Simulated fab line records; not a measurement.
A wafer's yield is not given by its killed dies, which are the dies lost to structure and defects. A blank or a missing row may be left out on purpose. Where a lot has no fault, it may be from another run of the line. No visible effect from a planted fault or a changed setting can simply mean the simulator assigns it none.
8D (eight disciplines) problem report, filled in by code / flow n5_finfet / the parts of the form that need people (team, actions taken, sign-off) are left out

1. PROBLEM STATEMENT
Mean of spin_speed_rpm at N5_BEOL_M7_COAT_71: 1554.3 rpm across 9 wafers in 3 lots; on wafers with no fault it is 1499.8 rpm (standard deviation 0.91). Measured from the usual mean, that is +60 standard deviations.
The step: time 60 s, resist thk 5 nm.
Earliest sighting: wafer L179.1 on litho_track-01 at day 10 09:31. At this step, 15 wafers from 5 lots have a number in the record. Rule for "out" (also "out of limits"): further than 4 standard deviations from the usual mean. Any other wafer with a number is counted as sound.

2. WHAT IT IS, AND WHAT IT ISN'T
question=which readings at this step | is=spin_speed_rpm | is not=-
question=which lots | is=L179, L180, L182 | is not=L190, L192
question=which wafers of those lots | is=all that have a number | is not=-
question=read on which tools | is=litho_track-01 | is not=litho_track-02
question=when | is=from day 10 09:31 | is not=up to then (0 sound wafers); but 6 sound wafers of L190, L192 came after

3. SUSPECTS, AND WHAT RULES EACH OUT
Counting: a tool at a process step up to the reading stays a suspect if it ran every lot that is out and no sound lot after the first of them.
- litho_track-01 at N5_BEOL_M7_COAT_71 (time 60 s, resist thk 5 nm): ruled out as a lasting fault. Following L179 (day 10 09:31), the first lot on it that is out, the sound lots L192 were run on it.
Left after counting: nothing in the record.

4. THE CAUSE (what the simulator had put in)
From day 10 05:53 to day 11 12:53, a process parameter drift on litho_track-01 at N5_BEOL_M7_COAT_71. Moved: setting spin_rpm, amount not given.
Counting ruled it out, wrongly.

5. SEQUENCE OF EFFECTS, ordered by route
One row per reading whose mean, taken over the struck wafers that have a number, lies over 3 standard deviations from the usual. Only readings whose record carries a usual standard deviation are examined. hours: median over the lots of the time between each lot's start at the first step of this table that gives one and its start at this step. sigmas: the change, counted in usual standard deviations.
hours=0; step=N5_BEOL_M7_COAT_71; reading=spin_speed_rpm; usual=1499.8 rpm; on struck wafers=1554.3; change=+54.5; sigmas=+60
It contains these process steps:
- N5_BEOL_M7_COAT_71: time 60 s, resist thk 5 nm.

6. HOW IT WOULD HAVE BEEN CAUGHT EARLIER
The fault began at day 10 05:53; the first out-of-limits reading in this record came at day 10 09:31, 4 hours later.
